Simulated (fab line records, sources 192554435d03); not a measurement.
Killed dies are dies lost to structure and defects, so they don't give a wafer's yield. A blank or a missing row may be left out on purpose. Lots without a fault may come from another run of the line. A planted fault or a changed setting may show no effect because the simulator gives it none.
Split-lot experiment | flow n5_finfet | 7 lots, 35 wafers read, on a route of 1938 steps

THE SPLIT
At N5_BEOL_M11_TRENCH_ETCH_37 (etches SiCOH lowk in C4F6/O2, target depth 148.83 nm, time 48 s), the setting target_depth_a was moved away from the recipe's 1488.3 angstrom on 12 of the 35 wafers read, by -21.1% to +29.5%. The other wafers ran this setting at the recipe's value.

FROM THE SPLIT TO THE READING: what the file shows between them, 11 steps
- N5_BEOL_M11_ETCH_41: etches SiCN in CH3F/O2, target depth 42.6 nm, time 86 s
- N5_BEOL_M11_STRIP_77: strips in N2/H2, time 10 s
- N5_BEOL_M11_OCD_MEAS_38
- N5_BEOL_M11_HM_STRIP_39: strips TiN in peroxide tin strip, target depth 25 nm, time 158 s
- N5_BEOL_M11_SRD_40: time 30 s
- N5_BEOL_M11_ECD_50: material Cu, target thk 318 nm
- N5_BEOL_M11_ANNEAL_51: time 90 s
- N5_BEOL_M11_CMP_52: polishes, stops on SiCOH lowk, t overpolish 7 s, target thk 140 nm
- N5_BEOL_M11_THK_MEAS_53: measures by xrf
- N5_BEOL_M11_PRE_CLEAN_55: time 15 s
- N5_BEOL_M11_DEP_56: deposits SiCN from 3MS/NH3, target thk 30 nm, time 10.5 s

THE READING
M11_RS, in ohm/sq, at N5_BEOL_M11_RS_MEAS_57 (measures by four-point-probe). Fault-free wafers of this fab line usually give 0.1507 ohm/sq, standard deviation 0.0029 ohm/sq.

wafer  | tool, chamber at the split | target_depth_a as run, angstrom | against the recipe | M11_RS, ohm/sq | against lot-mates on the recipe
L075.1 | rie_diel-05, 1             | 1175                            | -21.1%             | 0.2033         | +0.0499
L075.2 | rie_diel-05, 0             | 1175                            | -21.1%             | 0.2051         | +0.0517
L075.3 | rie_diel-05, 2             | 1488.3                          | recipe             | 0.1487         | -
L075.4 | rie_diel-05, 3             | 1488.3                          | recipe             | 0.1532         | -
L075.5 | rie_diel-05, 0             | 1488.3                          | recipe             | 0.1583         | -
L075.6 | rie_diel-05, 3             | 1175                            | -21.1%             | 0.1998         | +0.0464
L084.1 | rie_diel-01, 2             | 1488.3                          | recipe             | 0.1558         | -
L084.2 | rie_diel-01, 1             | 1488.3                          | recipe             | 0.1506         | -
L084.4 | rie_diel-01, 3             | 1488.3                          | recipe             | 0.1541         | -
L086.1 | rie_diel-05, 0             | 1488.3                          | recipe             | 0.1571         | -
L086.2 | rie_diel-05, 2             | 1488.3                          | recipe             | 0.1521         | -
L086.3 | rie_diel-05, 1             | 1488.3                          | recipe             | 0.1558         | -
L088.1 | rie_diel-04, 2             | 1488.3                          | recipe             | 0.1473         | -
L088.2 | rie_diel-04, 3             | 1186                            | -20.3%             | 0.1956         | +0.0472
L088.3 | rie_diel-04, 0             | 1186                            | -20.3%             | 0.1968         | +0.0484
L088.4 | rie_diel-04, 1             | 1186                            | -20.3%             | 0.1975         | +0.0491
L088.5 | rie_diel-04, 3             | 1488.3                          | recipe             | 0.1495         | -
L087.1 | rie_diel-05, 0             | 1927                            | +29.5%             | 0.1157         | -0.0367
L087.2 | rie_diel-05, 3             | 1488.3                          | recipe             | 0.1520         | -
L087.3 | rie_diel-05, 2             | 1927                            | +29.5%             | 0.1121         | -0.0403
L087.4 | rie_diel-05, 1             | 1488.3                          | recipe             | 0.1538         | -
L087.5 | rie_diel-05, 2             | 1488.3                          | recipe             | 0.1513         | -
L087.6 | rie_diel-05, 3             | 1927                            | +29.5%             | 0.1117         | -0.0407
L090.1 | rie_diel-04, 2             | 1488.3                          | recipe             | 0.1510         | -
L090.2 | rie_diel-04, 3             | 1488.3                          | recipe             | 0.1458         | -
L090.3 | rie_diel-04, 0             | 1488.3                          | recipe             | 0.1513         | -
L090.4 | rie_diel-04, 1             | 1843                            | +23.8%             | 0.1162         | -0.0332
L090.5 | rie_diel-04, 2             | 1843                            | +23.8%             | 0.1156         | -0.0338
L090.6 | rie_diel-04, 3             | 1843                            | +23.8%             | 0.1155         | -0.0339
L089.1 | rie_diel-04, 3             | 1488.3                          | recipe             | 0.1482         | -
L089.2 | rie_diel-04, 1             | 1488.3                          | recipe             | 0.1510         | -
L089.3 | rie_diel-04, 2             | 1488.3                          | recipe             | 0.1474         | -
L089.4 | rie_diel-04, 0             | 1488.3                          | recipe             | 0.1489         | -
L089.5 | rie_diel-04, 1             | 1488.3                          | recipe             | 0.1499         | -
L089.6 | rie_diel-04, 0             | 1488.3                          | recipe             | 0.1512         | -

THE FIT
A straight line over all 35 wafers: M11_RS changes by -0.00175 ohm/sq for each +1% of target_depth_a; r = -0.97; the points scatter about the line by 0.0063 ohm/sq.
The same after taking each lot's own level away (the mean of its wafers on the recipe; 35 wafers): -0.00175 ohm/sq for each +1%; r = -0.97; scatter 0.0061 ohm/sq.
On that fit, the largest move of target_depth_a shifts the reading by 0.052 ohm/sq.
The lots' own levels span 0.14840 to 0.15500 ohm/sq, that is 2.3 times the standard deviation above.
So the lot-to-lot level changes the slope little: the two slopes agree.
Check: with one of the wafers moved furthest among these (+29.5%) left out of the fit, the line predicts -0.0497 ohm/sq for it against its lot-mates. It came out at -0.0367 ohm/sq against them.

OTHER SPLITS ON THESE WAFERS
These wafers also went through other splits before the reading. Each is held against what the fit with the lots' levels taken away leaves over:
other split on the same wafers | wafers away from the commonest value | r with M11_RS (lot level and that fit taken away)
N5_BEOL_M8_ILD_DEP_00 time_s   | 11                                   | -0.12

THE WHOLE CHAIN: every reading that the file lists as answering this split, in the file's order
step                       | what it does                                                       | reading                                                                           | change (the file's fit)                | r (the file's)
N5_BEOL_M11_TRENCH_ETCH_37 | etches SiCOH lowk in C4F6/O2, target depth 148.83 nm, time 48 s    | etch.depth_nm (the simulator's own value, which no gauge read)                    | +1.5 nm for each +1% of the setting    | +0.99
N5_BEOL_M11_TRENCH_ETCH_37 | etches SiCOH lowk in C4F6/O2, target depth 148.83 nm, time 48 s    | BEOL_M11.feature_depth_nm (the simulator's own value, which no gauge read)        | +1.5 nm for each +1% of the setting    | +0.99
N5_BEOL_M11_TRENCH_ETCH_37 | etches SiCOH lowk in C4F6/O2, target depth 148.83 nm, time 48 s    | TiN_of_BEOL_M11_HM_DEP_02.thk_nm (the simulator's own value, which no gauge read) | -0.0409 nm for each +1% of the setting | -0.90
N5_BEOL_M11_OCD_MEAS_38    |                                                                    | trench_depth_nm                                                                   | +1.5 nm for each +1% of the setting    | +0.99
N5_BEOL_M11_CMP_52         | polishes, stops on SiCOH lowk, t overpolish 7 s, target thk 140 nm | Cu_of_BEOL_M11_ECD_50.thk_nm (the simulator's own value, which no gauge read)     | +1.49 nm for each +1% of the setting   | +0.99
N5_BEOL_M11_THK_MEAS_53    | measures by xrf                                                    | M11_THK                                                                           | +1.51 for each +1% of the setting      | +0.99
N5_BEOL_M11_RS_MEAS_57     | measures by four-point-probe                                       | M11_RS                                                                            | -0.00171 for each +1% of the setting   | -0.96

THE FILE'S OWN FIT
M11_RS changes by -0.00171 ohm/sq for each +1% of target_depth_a, r = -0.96.
